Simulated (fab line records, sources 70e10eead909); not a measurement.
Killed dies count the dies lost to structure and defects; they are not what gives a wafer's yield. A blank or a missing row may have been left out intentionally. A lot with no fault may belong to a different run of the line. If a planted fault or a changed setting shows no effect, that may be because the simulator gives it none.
A lot that was struck, set against a sound lot | flow nand harc | 40 steps out of a route of 1302
Sound: these wafers, L614.3, L614.4, L614.6. Struck: wafer L618.6 (left out: L618.3, L618.5 of the same lot, which were not struck); the cause appears at the end.
At each step with rows: each side's tool, then ch and its chambers, then its first start. Under that, the readings that differ: sound wafers | struck wafers | difference of the means | sigmas: that difference in standard deviations of wafers without a fault.
alike: same words and numbers on both sides, and readings whose means sit less than 2 such deviations apart. not compared: any withheld reading, any reading some wafer has no value for, any bound like >300 that may hide the same value, and any number with overlapping values for which the record gives no deviation.
The two part at a step that has a row with sigmas, a row that says differs or no value, or rows on one side only. Non-overlapping numbers with no deviation appear without sigmas and do not part them. Lack of a reading on every wafer of one side parts them only where that side has two or more wafers.

first, 4 steps without rows for these wafers: NHARC_A_CONTACT_ETCH_30 (etches the open film in CF4/CHF3, target depth 72.6 nm, time 36.3 s); NHARC_A_CONTACT_ETCH_31 (etches the open film in O2/COS, target depth 2800 nm, time 728 s); NHARC_A_CONTACT_ETCH_134 (etches the open film in C4F8/O2/Ar, time 140 s, target depth 700 nm); NHARC_A_CONTACT_ETCH_135 (etches the open film in C4F8/O2/Ar, time 311 s, target depth 1912 nm).
NHARC_A_CONTACT_ETCH_136: etches the open film in C4F8/O2/Ar, time 311 s, target depth 1912 nm.
  sound on har cap etch-01 ch 0,1, day 23 01:41; struck on har cap etch-02 ch 1, day 23 21:40
  not compared: rf hours counter h
NHARC_A_CONTACT_ETCH_137: etches the open film in C4F8/O2/Ar, time 311 s, target depth 1912 nm.
  sound on har cap etch-01 ch 0,1, day 23 01:58; struck on har cap etch-02 ch 1, day 23 21:56
  not compared: rf hours counter h
then, 4 steps without rows for these wafers: NHARC_A_CONTACT_ETCH_138 (etches the open film in C4F8/O2/Ar, time 311 s, target depth 1914 nm); NHARC_A_CONTACT_ETCH_139 (etches the open film in C4F8/O2/Ar, time 195 s, target depth 840 nm); NHARC_A_CONTACT_ETCH_92 (etches the open film in CH3F/O2, target depth 40 nm, time 85.7 s); NHARC_A_CONTACT_ETCH_98 (etches the open film in C4F6/O2, target depth 20 nm, time 10 s).
NHARC_A_CONTACT_CD_MEAS_15:
  sound on cd sem-03, day 23 03:11; struck on cd sem-01, day 23 23:07
  alike: cd nm
then, 1 step without rows for these wafers: NHARC_A_CONTACT_STRIP_107 (strips in N2/H2).
NHARC_A_CONTACT_STRIP_108: strips in CF4/CHF3.
  sound on rie diel-01 ch 1,2,3, day 23 03:22; struck on rie diel-01 ch 0,1,2, day 23 23:18
then, 4 steps without rows for these wafers: NHARC_A_CONTACT_STRIP_109 (strips in O2/COS); NHARC_A_CONTACT_ETCH_110 (etches the open film in CF4/O2, target depth 60 nm, overetch 6 nm, time 33 s); NHARC_A_CONTACT_STRIP_26 (strips in O2); NHARC_A_CONTACT_STRIP_27 (strips in post etch residue remover, time 600 s).
NHARC_A_CONTACT_ALD_18: deposits TiN, target thk 3 nm, pulse time 1 s, ald cycles 150.
  sound on ald metal-04 ch 0,2, day 23 04:07; struck on ald metal-01 ch 3, day 24 00:07
  alike: heater power w, precursor pulse height rel
NHARC_A_CONTACT_CVD_19: deposits W, target thk 300 nm, time 802 s.
  sound: cvd w-02 ch 0,1; struck: cvd w-02 ch 0
  alike: heater power w, throttle valve pct
then, 12 steps without rows for these wafers: NHARC_A_CONTACT_CMP_20 (polishes, t overpolish 30 s, target thk 300 nm); NHARC_A_CONTACT_SRD_22; NHARC_A_BLC_DEHYDRATE_00 (time 120 s); NHARC_A_BLC_HMDS_01 (time 30 s); NHARC_A_BLC_COAT_02 (time 75 s); NHARC_A_BLC_COAT_03 (time 65 s); NHARC_A_BLC_COAT_04 (resist thk 90 nm); NHARC_A_BLC_SOFTBAKE_05 (time 55 s); NHARC_A_BLC_EBR_06; NHARC_A_BLC_EXPOSE_07 (exposes mask A BLC, target cd 100 nm); NHARC_A_BLC_PEB_08 (peb time 65 s); NHARC_A_BLC_DEVELOP_09 (develop time 35 s).
NHARC_A_BLC_CD_MEAS_10: the cd target is 100 nm.
  sound on cd sem-02 ch 0, day 23 06:09; struck on cd sem-01 ch 0, day 24 01:56
  alike: cd nm
NHARC_A_BLC_OVL_MEAS_11:
  sound on overlay-01, day 23 06:14; struck on overlay-01, day 24 02:01
  reading           | sound       | struck | difference | sigmas
  overlay x nm (nm) | 0.9 1.6 0.6 | -0.2   | -1.2       | -2
  alike: overlay y nm
NHARC_A_BLC_DESCUM_15: chemistry O2, time 3 s.
  sound on rie diel-10 ch 0,1,2, day 23 06:20; struck on rie diel-10 ch 2, day 24 02:08
  alike: drypump motor current A, oes product au, rf vpp V, showerhead plenum p Torr, throttle valve pct
  not compared: rf hours counter h
then, 3 steps without rows for these wafers: NHARC_A_BLC_ETCH_16 (etches the open film in CF4, target depth 39 nm, time 65 s); NHARC_A_BLC_ETCH_17 (etches the open film in N2/H2, target depth 390 nm, time 609.38 s); NHARC_A_BLC_ETCH_18 (etches the open film in C4F8/O2/Ar, target depth 910 nm).
NHARC_A_BLC_CD_MEAS_19:
  sound on cd sem-03, day 23 07:18; struck on cd sem-01, day 24 03:08
  alike: cd nm
then, 1 step without rows for these wafers: NHARC_A_BLC_STRIP_29 (strips in CF4).
-- break in the record here, with 2 days between the starts of the struck wafers on either side (left off in module A_BLC, picked up again in module END, where the first step shown is number 1302 on the route) --
NHARC_END_SORT_01:
  the record has rows for the struck wafers here (prober-01 ch 0, day 26 04:31) and none for the sound ones

== WHERE THEY PART ==
Last at NHARC_END_SORT_01 as far as this record goes, first at NHARC_A_BLC_OVL_MEAS_11.

WHY: what had been put in by the simulator
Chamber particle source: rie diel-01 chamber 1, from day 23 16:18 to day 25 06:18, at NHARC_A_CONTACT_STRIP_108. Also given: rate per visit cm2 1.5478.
